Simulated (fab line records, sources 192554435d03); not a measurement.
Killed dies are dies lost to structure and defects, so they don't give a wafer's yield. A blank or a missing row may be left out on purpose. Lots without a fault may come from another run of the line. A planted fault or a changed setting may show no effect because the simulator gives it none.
Problem report in the 8D (eight disciplines) form, filled by code | flow n5_finfet | the parts of the form that need people (team, actions taken, sign-off) are left out

1. THE PROBLEM
bias_w at N5_BEOL_M6_ETCH_62 reads a mean of 184.2 W on 4 wafers of 3 lots; wafers without a fault read 150.0 W with a standard deviation of 0.47. That is +73 standard deviations from the usual mean.
The step: etches SOC in N2/H2, target depth 110 nm, overetch 22 nm, time 165 s.
First seen on wafer L862.4, day 9 17:17, on rie_diel-04. The record holds 21 wafers of 7 lots with a number at this step. Rule for "out", or "out of limits": more than 4 standard deviations from the usual mean. The other wafers with a number count as sound.

2. WHAT IT IS AND WHAT IT IS NOT
question                    | is                             | is not
which readings at this step | bias_w, rf_vpp_V               | drypump_motor_current_A, oes_product_au, rf_fwd_power_W, showerhead_plenum_p_Torr, throttle_valve_pct
which lots                  | L862, L864, L865               | L859, L873, L874, L877
which wafers of those lots  | L862.4, L862.5, L864.6, L865.4 | L862.3, L864.1, L864.5, L865.2, L865.5
read on which tools         | rie_diel-04                    | rie_diel-01, rie_diel-05
when                        | from day 9 17:17               | up to then (4 sound wafers); but 13 sound wafers of L864, L865, L873, L874, L877 came after

3. SUSPECTS, AND WHAT RULES EACH OUT
Counting: a tool at a process step up to the reading stays a suspect if it ran every lot that is out. Sound lots after the first of them don't rule it out here, since some wafers of a struck lot are sound.
- rie_diel-04 at N5_BEOL_M6_DESCUM_16 (chemistry O2, time 7.9 s): kept. It ran every lot that is out, first L862 (day 9 17:12); its last sound lot up to then is L859 (day 9 04:00).
- rie_diel-04 at N5_BEOL_M6_ETCH_61 (etches SiARC in CF4, target depth 45.5 nm, time 75.8 s): kept. It ran every lot that is out, first L862 (day 9 17:14); its last sound lot up to then is L859 (day 9 04:02).
- rie_diel-04 at N5_BEOL_M6_ETCH_62 (etches SOC in N2/H2, target depth 110 nm, overetch 22 nm, time 165 s): kept. It ran every lot that is out, first L862 (day 9 17:17); its last sound lot up to then is L859 (day 9 04:05). Its own readings are out on those wafers: bias_w, rf_vpp_V.
- Within rie_diel-04 at N5_BEOL_M6_DESCUM_16: the wafers that are out ran in chamber 0; their sound lot-mates ran in chambers 1, 3.
- Within rie_diel-04 at N5_BEOL_M6_ETCH_61: the wafers that are out ran in chamber 0; their sound lot-mates ran in chambers 1, 3.
- Within rie_diel-04 at N5_BEOL_M6_ETCH_62: the wafers that are out ran in chamber 0; their sound lot-mates ran in chambers 1, 3.
Left after counting: rie_diel-04 at N5_BEOL_M6_DESCUM_16, rie_diel-04 at N5_BEOL_M6_ETCH_61, rie_diel-04 at N5_BEOL_M6_ETCH_62.

4. THE CAUSE (what the simulator had put in)
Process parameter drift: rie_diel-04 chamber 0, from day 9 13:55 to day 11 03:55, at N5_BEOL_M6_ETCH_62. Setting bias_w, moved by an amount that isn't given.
Counting left 3 suspects, and this tool is among them.

5. THE CHAIN OF EFFECTS, in route order
Each row: a reading whose mean over the struck wafers that have a number lies more than 3 standard deviations from the usual. Only readings for which the record gives a usual standard deviation are gone through. hours: the time from each lot's start at the first step in this table that gives one to its start at this step, as a median over the lots. sigmas: the change in usual standard deviations.
hours | step               | reading  | usual   | on struck wafers | change | sigmas
0     | N5_BEOL_M6_ETCH_62 | bias_w   | 150.0 W | 184.2            | +34.2  | +73
0     | N5_BEOL_M6_ETCH_62 | rf_vpp_V | 524.5 V | 592.7            | +68.2  | +26
The process steps in it:
- N5_BEOL_M6_ETCH_62: etches SOC in N2/H2, target depth 110 nm, overetch 22 nm, time 165 s.

6. WHAT WOULD HAVE CAUGHT IT SOONER
In this record the first reading out of limits was taken at day 9 17:17, 3 hours after the fault began at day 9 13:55.
